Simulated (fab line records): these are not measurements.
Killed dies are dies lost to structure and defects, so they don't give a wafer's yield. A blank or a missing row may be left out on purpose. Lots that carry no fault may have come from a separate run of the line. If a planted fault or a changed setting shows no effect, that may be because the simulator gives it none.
Which tool was responsible?	flow nand_harc	23 lots, 69 wafers sampled, at 4 steps of a route of 1302

## WHAT THE GAUGES READ, wafer by wafer
NHARC_A_CONTACT_CD_MEAS_08: target cd 200 nm.
lot	measured	on	cd_nm (nm)
L075	day 22 07:16	cd_sem-01	200.2 200.3 200.7
L074	day 22 11:09	cd_sem-03	198.9 199.8 200.6
L076	day 22 22:59	cd_sem-01	201.0 199.4 200.7
L077	day 23 12:29	cd_sem-01	199.8 199.9 200.7
L078	day 23 14:53	cd_sem-01	200.2 200.8 201.1
L079	day 24 02:04	cd_sem-01	200.6 200.0 199.1
L080	day 24 13:17	cd_sem-02	199.8 199.5 200.1
L081	day 24 16:49	cd_sem-01	201.2 200.0 199.8
L082	day 25 18:44	cd_sem-01	198.7 199.2 199.9
L083	day 26 03:21	cd_sem-02	200.5 200.2 200.5
L084	day 26 09:25	cd_sem-02	199.5 199.5 199.9
L086	day 26 16:41	cd_sem-02	199.6 200.0 199.6
L085	day 26 17:05	cd_sem-01	200.7 200.2 200.3
L087	day 27 23:19	cd_sem-03	200.0 199.7 199.5
L088	day 28 01:05	cd_sem-01	199.9 200.8 200.2
L089	day 29 13:53	cd_sem-02	199.4 199.8 197.9
L090	day 29 15:05	cd_sem-01	199.0 198.4 199.3
L092	day 30 06:47	cd_sem-01	199.3 199.2 199.8
L094	day 30 08:52	cd_sem-01	200.5 199.9 199.2
L093	day 30 12:17	cd_sem-03	200.5 200.8 199.2
L096	day 31 05:01	cd_sem-03	200.0 198.8 198.9
L097	day 31 07:42	cd_sem-01	198.8 199.7 198.9
L095	day 31 13:58	cd_sem-02	199.4 199.6 199.9

## WHAT TOOL EACH LOT RAN ON (gives the tool, then ch and the chambers of the sampled wafers, and finally the start)
lot	NHARC_A_CONTACT_ETCH_130	NHARC_A_CONTACT_ETCH_97	NHARC_A_CONTACT_ETCH_106
L075	har_cap_etch-02 ch 0,1, day 22 02:09	rie_diel-02 ch 1,2, day 22 03:38	rie_diel-02 ch 0,1, day 22 04:04
L074	har_cap_etch-03 ch 0,1, day 22 05:43	rie_diel-13 ch 0,2,3, day 22 07:34 or earlier	rie_diel-02 ch 0,1,2, day 22 07:34
L076	har_cap_etch-02 ch 0,1, day 22 17:16	rie_diel-02 ch 0,2,3, day 22 19:57 or earlier	rie_diel-02 ch 0,2, day 22 19:57
L077	har_cap_etch-03 ch 0,1, day 23 03:53	rie_diel-02 ch 0,1,2, day 23 06:32 or earlier	rie_diel-02 ch 0,2,3, day 23 06:32
L078	har_cap_etch-01 ch 0,1, day 23 07:47	rie_diel-02 ch 2,3, day 23 09:35 or earlier	rie_diel-02 ch 1,2, day 23 09:35
L079	har_cap_etch-03 ch 0,1, day 23 21:00	rie_diel-02 ch 1,2,3, day 23 22:52 or earlier	rie_diel-13 ch 0,1,3, day 23 22:52
L080	har_cap_etch-01 ch 1, day 24 03:26	rie_diel-02 ch 0,1, day 24 05:19 or earlier	rie_diel-03 ch 1,2,3, day 24 05:19
L081	har_cap_etch-02 ch 0,1, day 24 08:53	rie_diel-02 ch 0,2,3, day 24 10:44 or earlier	rie_diel-13 ch 0,1,2, day 24 10:44
L082	har_cap_etch-03 ch 0,1, day 25 13:38	rie_diel-13 ch 0,1, day 25 15:44 or earlier	rie_diel-13 ch 1,3, day 25 15:44
L083	har_cap_etch-01 ch 0,1, day 25 20:43	rie_diel-03 ch 0,1,3, day 25 22:40 or earlier	rie_diel-13 ch 0,3, day 25 22:40
L084	har_cap_etch-01 ch 0,1, day 26 04:37	rie_diel-02 ch 0,1,2, day 26 06:25 or earlier	rie_diel-02 ch 0,1,2, day 26 06:25
L086	har_cap_etch-03 ch 0,1, day 26 11:30	rie_diel-02 ch 2,3, day 26 13:32 or earlier	rie_diel-02 ch 0,2,3, day 26 13:32
L085	har_cap_etch-01 ch 0,1, day 26 11:52	rie_diel-02 ch 0,2, day 26 13:52 or earlier	rie_diel-13 ch 1,2, day 26 13:52
L087	har_cap_etch-03 ch 0,1, day 27 17:56	rie_diel-13 ch 0,2,3, day 27 19:46 or earlier	rie_diel-02 ch 0,1,3, day 27 19:46
L088	har_cap_etch-02 ch 0,1, day 27 19:57	rie_diel-02 ch 0,2,3, day 27 21:45 or earlier	rie_diel-13 ch 0,1,3, day 27 21:45
L089	har_cap_etch-03 ch 0,1, day 29 05:33	rie_diel-13 ch 0,1,3, day 29 07:43 or earlier	rie_diel-13 ch 2,3, day 29 07:43
L090	har_cap_etch-02 ch 1, day 29 08:11	rie_diel-02 ch 2,3, day 29 09:59 or earlier	rie_diel-03 ch 1,2,3, day 29 09:59
L092	har_cap_etch-02 ch 0,1, day 30 01:50	rie_diel-02 ch 1,2, day 30 03:41 or earlier	rie_diel-02 ch 1,2,3, day 30 03:41
L094	har_cap_etch-03 ch 0, day 30 01:53	rie_diel-03 ch 1,2, day 30 04:11 or earlier	rie_diel-03 ch 1,2, day 30 04:11
L093	har_cap_etch-02 ch 0,1, day 30 07:13	rie_diel-02 ch 2,3, day 30 09:02 or earlier	rie_diel-02 ch 1,2, day 30 09:02
L096	har_cap_etch-01 ch 0,1, day 30 23:29	rie_diel-02 ch 1,2,3, day 31 01:19 or earlier	rie_diel-02 ch 0,1, day 31 01:19
L097	har_cap_etch-03 ch 0,1, day 31 01:54	rie_diel-03 ch 0,1,2, day 31 03:43 or earlier	rie_diel-02 ch 0,1,2, day 31 03:43
L095	har_cap_etch-01 ch 0,1, day 31 09:02	rie_diel-03 ch 1,2, day 31 10:52 or earlier	rie_diel-02 ch 0,2,3, day 31 10:52
- NHARC_A_CONTACT_ETCH_130: etches the open film in C4F8/O2/Ar, time 197 s, target depth 1918 nm.
- NHARC_A_CONTACT_ETCH_97: etches the open film in C4F6/O2, target depth 20 nm, time 10 s.
- NHARC_A_CONTACT_ETCH_106: etches the open film in CF4/O2, target depth 90 nm, overetch 9 nm, time 49.5 s.

## AS READ BY THE TOOLS THEMSELVES (means over the sampled wafers that have a number; for cases with no such wafer, the mark the record gives instead)
NHARC_A_CONTACT_ETCH_97.
lot	tool	drypump_motor_current_A (A)	oes_product_au (a.u.)	rf_vpp_V (V)	showerhead_plenum_p_Torr (Torr)	throttle_valve_pct (%)
L075	rie_diel-02	5.7	0.951	545	3.81	26.907
L074	rie_diel-13	6.1	0.952	546	3.84	26.893
L076	rie_diel-02	5.6	0.955	547	3.96	26.905
L077	rie_diel-02	5.6	0.960	546	3.90	26.903
L078	rie_diel-02	5.7	0.947	548	3.98	26.902
L079	rie_diel-02	5.6	0.969	547	3.92	26.901
L080	rie_diel-02	5.3	0.947	547	3.95	26.912
L081	rie_diel-02	5.7	0.950	547	3.96	26.911
L082	rie_diel-13	6.3	1.008	550	4.05	26.894
L083	rie_diel-03	6.1	0.954	549	4.03	26.895
L084	rie_diel-02	5.6	0.939	547	3.89	26.904
L086	rie_diel-02	5.8	0.945	546	3.86	26.898
L085	rie_diel-02	5.8	0.953	546	3.84	26.908
L087	rie_diel-13	6.1	0.964	548	4.01	26.906
L088	rie_diel-02	5.7	0.993	548	3.95	26.903
L089	rie_diel-13	6.1	0.945	551	4.11	26.903
L090	rie_diel-02	5.7	0.945	547	3.97	26.899
L092	rie_diel-02	5.4	0.944	546	3.85	26.903
L094	rie_diel-03	6.1	0.986	549	4.02	26.906
L093	rie_diel-02	5.7	0.948	547	3.97	26.908
L096	rie_diel-02	5.6	0.940	546	3.91	26.908
L097	rie_diel-03	6.1	0.942	546	3.88	26.905
L095	rie_diel-03	6.1	0.933	549	4.01	26.910

NHARC_A_CONTACT_ETCH_106.
lot	tool	drypump_motor_current_A (A)	oes_product_au (a.u.)	rf_vpp_V (V)	showerhead_plenum_p_Torr (Torr)	throttle_valve_pct (%)
L075	rie_diel-02	5.4	0.996	197.8	1.36	13.388
L074	rie_diel-02	5.5	1.004	197.4	1.33	13.403
L076	rie_diel-02	5.8	1.001	197.1	1.31	13.398
L077	rie_diel-02	5.6	1.004	198.6	1.35	13.394
L078	rie_diel-02	5.7	1.000	196.7	1.30	13.398
L079	rie_diel-13	6.1	1.007	199.4	1.41	13.398
L080	rie_diel-03	6.0	0.992	198.9	1.37	13.407
L081	rie_diel-13	6.4	1.001	198.4	1.37	13.403
L082	rie_diel-13	6.1	0.988	200.4	1.43	13.400
L083	rie_diel-13	6.0	1.011	198.5	1.38	13.400
L084	rie_diel-02	5.5	0.986	198.0	1.32	13.397
L086	rie_diel-02	5.6	0.980	197.8	1.34	13.395
L085	rie_diel-13	6.5	0.996	198.2	1.35	13.394
L087	rie_diel-02	5.4	0.996	198.7	1.36	13.391
L088	rie_diel-13	6.1	1.000	198.9	1.41	13.395
L089	rie_diel-13	5.9	1.002	199.5	1.39	13.399
L090	rie_diel-03	6.0	0.998	199.0	1.36	13.401
L092	rie_diel-02	5.5	0.998	197.7	1.33	13.400
L094	rie_diel-03	6.1	0.992	198.6	1.37	13.379
L093	rie_diel-02	5.7	0.996	197.0	1.29	13.390
L096	rie_diel-02	5.4	0.996	197.9	1.35	13.393
L097	rie_diel-02	5.5	0.987	197.5	1.32	13.409
L095	rie_diel-02	5.6	0.986	198.6	1.34	13.400

## THE ANSWER, worked out from the rows above alone
Rule: the lots themselves supply what counts as usual. Put in order of their means at a reading, lots are off if they are a third of the lots or fewer, leave a main group of 4 or more, and stand apart from it by a gap of 3 or more times the standard deviation of the main group's means; of several such gaps the widest counts. A main group whose means are all the same, to the digits that the tables above print for the reading, isn't used. A lot without any number at a reading at which 4 lots or more have one is off too. Any other lot the step has rows for is counted as sound. After the gauges, taken in route order, come the tools' own readings; for these a lot's mean is taken, as printed above. The first step at which some lot is off is used, and at that step the reading that is off furthest; a lot without a number counts as furthest.
Across all readings shown, no lot is off: no conclusion can be drawn from this.

## WHAT THE SIMULATOR HAD INSERTED
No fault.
